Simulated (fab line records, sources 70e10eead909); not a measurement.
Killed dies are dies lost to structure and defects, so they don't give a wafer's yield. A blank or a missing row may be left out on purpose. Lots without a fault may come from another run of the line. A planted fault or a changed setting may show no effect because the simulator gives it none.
Chamber matching | flow nand_harc | NHARC_A_M0_STRIP_18 on rie_diel-01: 4 sister chambers
The step strips in N2/H2. 4 wafers are shown with their chamber, then 8 later ones without.

WAFERS WITH THEIR CHAMBER
wafer  | chamber | showerhead_plenum_p_Torr (Torr)
L088.3 | 3       | 2.09
L092.1 | 1       | 1.95
L092.4 | 2       | 2.14
L093.2 | 0       | 1.98

WAFERS WITHOUT THEIR CHAMBER
wafer  | showerhead_plenum_p_Torr (Torr)
L093.4 | 2.14
L093.5 | 1.98
L095.4 | 2.14
L095.5 | 1.95
L095.6 | 1.98
L097.1 | 1.98
L097.2 | 1.95
L097.5 | 2.13

WHICH CHAMBER EACH WENT THROUGH
wafer  | from the rows above | in truth
L093.4 | 2                   | 2
L093.5 | 0                   | 0
L095.4 | 2                   | 2
L095.5 | 1                   | 1
L095.6 | 0                   | 0
L097.1 | 0                   | 0
L097.2 | 1                   | 1
L097.5 | 2                   | 2
Placed correctly: 8 of 8. Can't be placed from these rows: 0. Placed wrongly: 0.
How it was worked out, from the rows above alone: a wafer's distance from a chamber is the root of the sum, over the readings, of the square of ((its reading less the chamber's mean) divided by the reading's scatter). The wafer belongs to the nearest chamber; if the next one is less than 2 further off, it can't be placed. A chamber's mean is the mean of its shown wafers. The scatter: with one shown wafer a chamber, the root of the mean of the squares of how far each hidden wafer lies from its nearest shown one.
